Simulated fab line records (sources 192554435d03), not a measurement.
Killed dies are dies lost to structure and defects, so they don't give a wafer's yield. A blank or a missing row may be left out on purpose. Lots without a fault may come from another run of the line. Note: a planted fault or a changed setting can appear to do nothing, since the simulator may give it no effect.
Chamber matching ; flow n5-finfet ; N5_BEOL_M6_VIA_ETCH_34 on rie-diel-01: 4 sister chambers
The step etches SiCOH lowk in C4F6/O2, target depth 126.3 nm, time 50.9 s. 14 wafers are shown with their chamber, then 7 later ones without.

WAFERS WITH THEIR CHAMBER
wafer;chamber;throttle-valve-pct (%);showerhead-plenum-p-Torr (Torr);drypump-motor-current-A (A)
L367.1;2;21.39;2.85;6.4
L367.4;1;20.96;2.88;6.0
L367.5;2;21.37;2.85;6.4
L373.3;1;21.00;2.87;5.9
L373.4;1;21.01;2.87;6.0
L373.5;0;20.69;2.84;5.7
L379.1;2;21.41;2.84;6.5
L379.2;3;20.60;3.01;6.4
L379.6;3;20.61;3.01;6.4
L378.3;1;21.01;2.87;6.0
L378.5;2;21.42;2.84;6.4
L378.6;3;20.62;3.01;6.4
L386.1;2;21.45;2.83;6.4
L386.3;1;21.03;2.86;6.0

SIGNATURES (means of the wafers above)
reading;chamber 0;chamber 1;chamber 2;chamber 3;scatter within a chamber
throttle-valve-pct;20.6900;21.0020;21.4080;20.6100;0.0256
showerhead-plenum-p-Torr;2.8400;2.8700;2.8420;3.0100;0.00693
drypump-motor-current-A;5.700;5.980;6.420;6.400;0.04
Rule: distance of a wafer from a chamber = root of the sum over the readings of ((wafer's reading minus chamber's mean) / reading's scatter) squared. The wafer belongs to the nearest chamber; if the next one is less than 2 further off, it can't be placed. The scatter: the root of (the sum of the squares of (reading less its chamber's mean) over the shown wafers, divided by (wafers less chambers)).

WAFERS WITH NO CHAMBER GIVEN
wafer;throttle-valve-pct (%);showerhead-plenum-p-Torr (Torr);drypump-motor-current-A (A)
L386.5;21.02;2.86;6.0
L387.1;21.02;2.86;6.0
L387.3;20.72;2.83;5.7
L387.5;20.73;2.83;5.7
L389.2;20.73;2.82;5.7
L389.4;21.44;2.83;6.5
L389.6;20.73;2.83;5.7

WHICH CHAMBER EACH WENT THROUGH
wafer;from the rows above;in truth
L386.5;1;1
L387.1;1;1
L387.3;0;0
L387.5;0;0
L389.2;0;0
L389.4;2;2
L389.6;0;0
7 of 7 placed correctly. Left unplaced by these rows: 0. 0 placed wrongly.
